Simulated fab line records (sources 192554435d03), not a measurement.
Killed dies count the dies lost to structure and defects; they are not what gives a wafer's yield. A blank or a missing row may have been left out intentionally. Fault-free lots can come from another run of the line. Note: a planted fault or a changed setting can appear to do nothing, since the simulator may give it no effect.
Chamber matching :: flow n5Finfet :: 4 sister chambers for N5_FIN_SAQP_MANDREL1_REMOVE_56 on rieSi-01
The step chemistry HBr/Cl2/O2, target a-Si, stops on SiNx, bt time 10 s. 4 wafers are shown with their chamber, then 10 later ones without.

EACH WAFER AND ITS CHAMBER
wafer: L091.3
chamber: 2
drypumpMotorCurrentA (A): 5.5

wafer: L091.6
chamber: 0
drypumpMotorCurrentA (A): 6.2

wafer: L092.2
chamber: 3
drypumpMotorCurrentA (A): 4.7

wafer: L092.3
chamber: 1
drypumpMotorCurrentA (A): 5.6

WAFERS WITHOUT THEIR CHAMBER
wafer: L092.5
drypumpMotorCurrentA (A): 5.6

wafer: L093.2
drypumpMotorCurrentA (A): 6.2

wafer: L093.5
drypumpMotorCurrentA (A): 4.7

wafer: L093.6
drypumpMotorCurrentA (A): 5.5

wafer: L094.2
drypumpMotorCurrentA (A): 4.7

wafer: L094.4
drypumpMotorCurrentA (A): 6.2

wafer: L094.5
drypumpMotorCurrentA (A): 6.2

wafer: L095.1
drypumpMotorCurrentA (A): 4.7

wafer: L095.2
drypumpMotorCurrentA (A): 5.5

wafer: L095.3
drypumpMotorCurrentA (A): 6.3

THE CHAMBER EACH PASSED THROUGH
wafer: L092.5
from the rows above: 1
in truth: 1

wafer: L093.2
from the rows above: 0
in truth: 0

wafer: L093.5
from the rows above: 3
in truth: 3

wafer: L093.6
from the rows above: 2
in truth: 2

wafer: L094.2
from the rows above: 3
in truth: 3

wafer: L094.4
from the rows above: 0
in truth: 0

wafer: L094.5
from the rows above: 0
in truth: 0

wafer: L095.1
from the rows above: 3
in truth: 3

wafer: L095.2
from the rows above: 2
in truth: 2

wafer: L095.3
from the rows above: 0
in truth: 0
Correctly placed: 10 of 10. Can't be placed from these rows: 0. Wrongly placed: 0.
How it was worked out, from the rows above alone: a wafer's distance from a chamber is the root of the sum, over the readings, of the square of ((its reading less the chamber's mean) divided by the reading's scatter). The wafer belongs to the nearest chamber; if the next one is less than 2 further off, it can't be placed. The mean given for a chamber averages the wafers shown for that chamber. The scatter: with one shown wafer a chamber, the root of the mean of the squares of how far each hidden wafer lies from its nearest shown one.
